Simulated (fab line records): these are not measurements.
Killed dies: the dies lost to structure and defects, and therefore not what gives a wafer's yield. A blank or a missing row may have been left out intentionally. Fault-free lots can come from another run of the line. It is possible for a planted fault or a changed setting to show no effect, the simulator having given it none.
Chamber matching | flow nand-harc | ald-metal-04 running NHARC_A_WL_FILL_ALD_19: 4 sister chambers
The step deposits TiN, target thk 2 nm, pulse time 3 s, ald cycles 100. 24 wafers are shown with their chamber, then 12 later ones without.

== EACH WAFER AND ITS CHAMBER ==
wafer  | chamber | heater-power-w (W) | precursor-pulse-height-rel
L074.1 | 3       | 1023               | 1.003
L074.2 | 0       | 913                | 0.954
L074.4 | 1       | 1026               | 0.944
L076.1 | 3       | 1029               | 1.006
L076.2 | 1       | 1024               | 0.964
L076.6 | 3       | 1015               | 1.015
L076.3 | 0       | 873                | 0.973
L076.4 | 2       | 1247               | 1.009
L076.5 | 0       | 920                | 0.981
L079.2 | 2       | 1197               | 0.987
L079.4 | 3       | 1038               | 0.997
L079.6 | 0       | 903                | 1.004
L082.1 | 0       | 901                | 0.976
L082.3 | 3       | 1034               | 0.979
L082.5 | 2       | 1263               | 0.962
L086.1 | 3       | 1039               | 1.004
L086.2 | 0       | 892                | 0.990
L086.6 | 1       | 1027               | 1.032
L085.3 | 2       | 1263               | 1.000
L085.5 | 1       | 1033               | 1.000
L085.6 | 2       | 1243               | 1.017
L084.2 | 2       | 1214               | 0.985
L084.4 | 0       | 904                | 1.004
L084.6 | 3       | 1034               | 0.998

SIGNATURES (means of the wafers above)
reading                    | chamber 0 | chamber 1 | chamber 2 | chamber 3 | scatter within a chamber
heater-power-w             | 900.86    | 1027.50   | 1237.83   | 1030.29   | 16.6
precursor-pulse-height-rel | 0.98314   | 0.98500   | 0.99333   | 1.00029   | 0.0214
Rule: for each reading, subtract the chamber's mean from the wafer's reading, divide by that reading's scatter and square the result; add these up over the readings and take the root, which gives the wafer's distance from the chamber. If the next closest chamber is less than 2 further off than the closest, the wafer can't be placed; otherwise it belongs to the closest. The scatter is the square root of a quotient: the sum, over the shown wafers, of each reading's squared deviation from its chamber's mean, divided by wafers minus chambers.

== WAFERS MISSING THEIR CHAMBER ==
wafer  | heater-power-w (W) | precursor-pulse-height-rel
L091.1 | 1070               | 0.978
L091.2 | 915                | 1.007
L091.4 | 1015               | 0.983
L090.3 | 1041               | 1.010
L090.5 | 1234               | 1.033
L090.6 | 1052               | 0.997
L094.3 | 901                | 0.998
L094.5 | 946                | 1.000
L094.6 | 884                | 1.004
L096.1 | 890                | 0.991
L096.2 | 1204               | 0.978
L096.6 | 892                | 0.995

== THE CHAMBER EACH PASSED THROUGH ==
wafer  | from the rows above     | in truth
L091.1 | can't be placed: 1 or 3 | 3
L091.2 | 0                       | 0
L091.4 | can't be placed: 1 or 3 | 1
L090.3 | can't be placed: 3 or 1 | 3
L090.5 | 2                       | 2
L090.6 | can't be placed: 3 or 1 | 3
L094.3 | 0                       | 0
L094.5 | 0                       | 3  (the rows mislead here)
L094.6 | 0                       | 0
L096.1 | 0                       | 0
L096.2 | 2                       | 2
L096.6 | 0                       | 0
Correct placement for 7 of the 12. Cannot be placed on the basis of these rows: 4; the candidates contain the true chamber in 4. Number placed wrongly: 1.
